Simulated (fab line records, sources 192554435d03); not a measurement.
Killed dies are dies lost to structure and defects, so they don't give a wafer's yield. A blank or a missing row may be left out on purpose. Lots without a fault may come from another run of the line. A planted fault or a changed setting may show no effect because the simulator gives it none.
Split-lot experiment | flow n5_finfet | 7 lots, 21 wafers read, on a route of 1938 steps

THE SPLIT
At N5_BEOL_M4_ETCH_64 (etches SOC in N2/H2, target depth 75 nm, overetch 22.5 nm, time 121.9 s), the setting bias_w was moved away from the recipe's 150 W on 10 of the 21 wafers read, by -12.6% to +16.9%. The other wafers ran this setting at the recipe's value.

The reading is taken at the split's own step.

THE READING
rf_vpp_V, in V, at N5_BEOL_M4_ETCH_64 (etches SOC in N2/H2, target depth 75 nm, overetch 22.5 nm, time 121.9 s). Fault-free wafers of this fab line usually give 524.6 V, standard deviation 2.7 V.

wafer  | tool, chamber at the split | bias_w as run, W | against the recipe | rf_vpp_V, V | against lot-mates on the recipe
L075.1 | rie_diel-04, 2             | 150              | recipe             | 523.6       | -
L075.3 | rie_diel-04, 0             | 150              | recipe             | 524.9       | -
L075.6 | rie_diel-04, 0             | 150              | recipe             | 524.0       | -
L080.2 | rie_diel-05, 0             | 131.1            | -12.6%             | 478.0       | -48.2
L080.3 | rie_diel-05, 3             | 150              | recipe             | 526.2       | -
L080.5 | rie_diel-05, 3             | 131.1            | -12.6%             | 483.3       | -42.9
L085.3 | rie_diel-05, 2             | 150              | recipe             | 528.6       | -
L085.5 | rie_diel-05, 1             | 150              | recipe             | 526.5       | -
L085.6 | rie_diel-05, 0             | 150              | recipe             | 520.8       | -
L084.1 | rie_diel-06, 1             | 150              | recipe             | 521.8       | -
L084.5 | rie_diel-06, 3             | 139.4            | -7.1%              | 503.2       | -18.6
L084.6 | rie_diel-06, 1             | 139.4            | -7.1%              | 496.1       | -25.7
L089.2 | rie_diel-04, 2             | 175.3            | +16.9%             | 579.0       | +58.6
L089.5 | rie_diel-04, 0             | 175.3            | +16.9%             | 578.2       | +57.8
L089.6 | rie_diel-04, 3             | 150              | recipe             | 520.4       | -
L094.1 | rie_diel-05, 3             | 150              | recipe             | 525.2       | -
L094.2 | rie_diel-05, 2             | 170.5            | +13.7%             | 572.8       | +47.6
L094.4 | rie_diel-05, 0             | 170.5            | +13.7%             | 563.2       | +38.0
L096.1 | rie_diel-05, 0             | 150              | recipe             | 519.4       | -
L096.3 | rie_diel-05, 3             | 161.6            | +7.7%              | 550.6       | +31.2
L096.6 | rie_diel-05, 2             | 161.6            | +7.7%              | 552.8       | +33.4

THE FIT
A straight line over all 21 wafers: rf_vpp_V changes by +3.33 V for each +1% of bias_w; r = +0.99; the points scatter about the line by 3.2 V.
The same after taking each lot's own level away (the mean of its wafers on the recipe; 21 wafers): +3.44 V for each +1%; r = +0.99; scatter 3.6 V.
On that fit, the largest move of bias_w shifts the reading by 58 V.
The lots' own levels span 519.40 to 526.20 V, that is 2.5 times the standard deviation above.
So the lot-to-lot level changes the slope little: the two slopes agree.
Check: with one of the wafers moved furthest among these (+16.9%) left out of the fit, the line predicts +58 V for it against its lot-mates. It came out at +58.6 V against them.
Tool readings at the split's step, against how far the setting was moved: rf_vpp_V r = +0.99.

OTHER SPLITS ON THESE WAFERS
These wafers also went through other splits before the reading. Each is held against what the fit with the lots' levels taken away leaves over:
other split on the same wafers            | wafers away from the commonest value | r with rf_vpp_V (lot level and that fit taken away)
N5_BEOL_M0_CUTY_DESCUM_61 time_s          | 6                                    | +0.03
N5_BEOL_M0_TRENCH_ETCH_107 target_depth_a | 7                                    | -0.01
N5_BEOL_M1_VIA_ETCH_34 bias_w             | 10                                   | -0.41
N5_BEOL_M1_TRENCH_ETCH_37 bias_w          | 6                                    | -0.14
N5_BEOL_M2_ETCH_70 bias_w                 | 4                                    | +0.07
N5_BEOL_M3_TRENCH_ETCH_37 time_s          | 5                                    | -0.03

THE WHOLE CHAIN: every reading that the file lists as answering this split, in the file's order
step               | what it does                                                            | reading                                                                          | change (the file's fit)                | r (the file's)
N5_BEOL_M4_ETCH_64 | etches SOC in N2/H2, target depth 75 nm, overetch 22.5 nm, time 121.9 s | rf_vpp_V                                                                         | +3.44 V for each +1% of the setting    | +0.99
N5_BEOL_M4_ETCH_64 | etches SOC in N2/H2, target depth 75 nm, overetch 22.5 nm, time 121.9 s | SiARC_of_BEOL_M4_COAT_62.thk_nm (the simulator's own value, which no gauge read) | -0.0746 nm for each +1% of the setting | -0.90

THE FILE'S OWN FIT
rf_vpp_V changes by +3.44 V for each +1% of bias_w, r = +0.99.
